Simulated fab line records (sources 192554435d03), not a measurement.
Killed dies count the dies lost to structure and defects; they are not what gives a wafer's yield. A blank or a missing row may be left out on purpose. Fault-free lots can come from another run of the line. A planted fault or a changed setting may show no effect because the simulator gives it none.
Struck lot and sound lot, side by side || flow n5 finfet || 14 out of 1938 route steps
Sound: wafers L353.1, L353.5, L353.6. Struck: wafer L367.1 (L367.3, L367.5, from the same lot, were not struck and are left out); the cause is given at the end.
Order at every step that has rows: each side's tool, ch and its chambers, its first start. Under that, the readings that differ: sound wafers || struck wafers || difference of the means || sigmas: that difference in standard deviations of wafers without a fault.
alike: a reading whose means differ by less than 2 such deviations, as well as words and numbers matching on both sides. not compared: withheld readings; readings where some wafer has no value; bounds like >300 that might hide an equal value; numbers whose values overlap and for which the record gives no deviation.
A row with sigmas, a row that says differs or no value, or rows on one side alone: a step with any of these is where the two part. Non-overlapping numbers with no deviation appear without sigmas and do not part them. A reading missing from all wafers of one side parts the sides only when that side holds two or more wafers.

first, 7 steps without rows for these wafers: N5_PASSIVATION_COAT_04; N5_PASSIVATION_EBR_06; N5_PASSIVATION_SOFTBAKE_05 (time 90 s); N5_PASSIVATION_EXPOSE_07 (exposes mask TV, defocus 0 nm, target cd 3000 nm); N5_PASSIVATION_PEB_08; N5_PASSIVATION_DEVELOP_09 (develop time 60 s); N5_PASSIVATION_HARDBAKE_11 (time 120 s).
N5_PASSIVATION_CD_MEAS_10: target cd 3000 nm.
  sound on cd sem-01 ch 0, day 11 17:25; struck on cd sem-02 ch 0, day 15 13:13
  alike: cd nm
N5_PASSIVATION_OVL_MEAS_60:
  sound on overlay-01 ch 0, day 11 17:27; struck on overlay-02 ch 0, day 15 13:15
  alike: TV_OVL
N5_PASSIVATION_INSPECT_61: inspects for defects (macro).
  sound: defect inspect-01 at day 11 17:28; struck: defect inspect-01 at day 15 13:16
  alike: raw defect count
N5_PASSIVATION_DESCUM_12: chemistry O2, time 7.9 s.
  sound on rie diel-03 ch 0,1, day 11 17:43; struck on rie diel-02 ch 3, day 15 13:28
  alike: bias power w, drypump motor current A, oes product au, rf vpp V, showerhead plenum p Torr, throttle valve pct
  not compared: rf hours counter h
N5_PASSIVATION_PASS_ETCH_74: etches SiNx in CF4/O2, target depth 220 nm, time 110 s.
  sound on rie diel-03 ch 0,1, day 11 17:47; struck on rie diel-02 ch 3, day 15 13:32
{"reading": "oes_ar_750_au (a.u.)", "sound": "0.82 0.82 0.85", "struck": 0.69, "difference": -0.14, "sigmas": -2}
  alike: bias w, cf4 flow sccm, drypump motor current A, oes product au, rf vpp V, showerhead plenum p Torr, throttle valve pct
  not compared: rf hours counter h
N5_PASSIVATION_VIA_ETCH_13: etches SiO2 in CHF3/O2, target depth 660 nm, time 330 s.
  sound on rie diel-03 ch 0,1, day 11 17:53; struck on rie diel-02 ch 3, day 15 13:37
{"reading": "bias w (W)", "sound": "170.0 169.4 169.5", "struck": 193.5, "difference": "+23.9", "sigmas": "+49"}
{"reading": "rf vpp V (V)", "sound": "539 540 539", "struck": 600, "difference": "+61", "sigmas": "+6"}
  alike: drypump motor current A, etch rf on time s, oes_ar_750_au, oes product au, showerhead plenum p Torr, throttle valve pct
  not compared: rf hours counter h
N5_PASSIVATION_STRIP_14: strips in O2.
  sound on rie diel-03 ch 0,1, day 11 18:04; struck on rie diel-02 ch 3, day 15 13:49
  alike: drypump motor current A, oes product au, rf vpp V, showerhead plenum p Torr, throttle valve pct
  not compared: rf hours counter h

## WHERE THEY PART
First at N5_PASSIVATION_PASS_ETCH_74; last, within this record, at N5_PASSIVATION_VIA_ETCH_13. Later steps at which nothing parts them and some readings are alike: N5_PASSIVATION_STRIP_14.

WHY: what the simulator had put in
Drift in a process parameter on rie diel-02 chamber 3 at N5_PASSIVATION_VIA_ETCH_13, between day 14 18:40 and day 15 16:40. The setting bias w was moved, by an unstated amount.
